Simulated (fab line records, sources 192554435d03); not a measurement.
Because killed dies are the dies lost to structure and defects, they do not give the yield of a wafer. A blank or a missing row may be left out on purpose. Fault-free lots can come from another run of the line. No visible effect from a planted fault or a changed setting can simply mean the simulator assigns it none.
Commonality check across tools | flow n5-finfet | Sampled: 10 lots, 30 wafers

THE REASON FOR OPENING IT
At N5_WELL_APT_OVL_MEAS_26 the reading PWELL_OVL is flagged on 2 of 10 lots. Fault-free wafers read 0 nm, with a standard deviation of 6.2.
Rule: a lot gets a flag if all its wafers with a number sit over 4 standard deviations from that mean, or if no wafer of it has a number. The rest of the lots are taken to be sound.

lot  | measured    | on         | PWELL_OVL (nm), wafer by wafer | flag
L710 | day 1 20:58 | overlay-02 | 2 1 -3                         |
L711 | day 2 02:52 | overlay-02 | 10 5 11                        |
L712 | day 2 09:11 | overlay-02 | 3 -4 2                         |
L713 | day 2 14:53 | overlay-02 | 4 2 -4                         |
L714 | day 2 21:07 | overlay-01 | 10 4 3                         |
L722 | day 4 21:50 | overlay-01 | 54 60 60                       | FLAGGED
L723 | day 5 02:47 | overlay-02 | 54 50 55                       | FLAGGED
L725 | day 5 15:11 | overlay-01 | 6 5 6                          |
L728 | day 6 08:43 | overlay-02 | -5 -8 -6                       |
L731 | day 7 03:25 | overlay-01 | -2 3 -3                        |
The numbers of the flagged lots are 56 nm on average: +56 nm against the usual, or +9 standard deviations.

WHICH TOOL EACH LOT WENT THROUGH
The record holds 1 process step before the reading, out of a route of 1938 steps. In each cell: the tool, then ch and the chambers that the sampled wafers went through, then the start.
lot  | flag    | N5_WELL_APT_EXPOSE_22
L710 |         | krf-scanner-02 ch 0, day 1 20:46
L711 |         | krf-scanner-02 ch 0, day 2 02:40
L712 |         | krf-scanner-02 ch 0, day 2 09:00
L713 |         | krf-scanner-02 ch 0, day 2 14:41
L714 |         | krf-scanner-02 ch 0, day 2 20:55
L722 | FLAGGED | krf-scanner-02 ch 0, day 4 21:38
L723 | FLAGGED | krf-scanner-02 ch 0, day 5 02:36
L725 |         | krf-scanner-01 ch 0, day 5 14:59
L728 |         | krf-scanner-01 ch 0, day 6 08:31
L731 |         | krf-scanner-01 ch 0, day 7 03:13
These steps, and what they do:
- N5_WELL_APT_EXPOSE_22: exposes mask PWELL, defocus 0 nm, target cd 200 nm.
- N5_WELL_APT_OVL_MEAS_26

FLAGGED AGAINST TOTAL, ONE TOOL AT A TIME (gauges that did the reading follow at the end)
step                    | tool           | lots run | flagged | share of the flagged lots | sound lots run after its first flagged lot
N5_WELL_APT_EXPOSE_22   | krf-scanner-01 | 3        | 0       | none                      | -
N5_WELL_APT_EXPOSE_22   | krf-scanner-02 | 7        | 2       | all                       | 0
N5_WELL_APT_OVL_MEAS_26 | overlay-01     | 4        | 1       | some                      | 2 (L725,L731)
N5_WELL_APT_OVL_MEAS_26 | overlay-02     | 6        | 1       | some                      | 1 (L728)

WHAT IS ALLOWED BY THE TABLE
In the table, 1 row covers all flagged lots: krf-scanner-02 at N5_WELL_APT_EXPOSE_22.
- krf-scanner-02 at N5_WELL_APT_EXPOSE_22 ran 7 lots, 2 of them flagged. Its last sound lot is L714 (day 2 20:55), its first flagged lot L722 (day 4 21:38): a fault that began between those two fits.
What remains is a single tool, krf-scanner-02 at N5_WELL_APT_EXPOSE_22.

WHAT THE SIMULATOR HAD INSERTED
Scanner matching overlay: krf-scanner-02, from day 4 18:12 on, at N5_WELL_APT_EXPOSE_22. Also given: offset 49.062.
Struck lots among those shown: L722, L723. The rule above found the same.
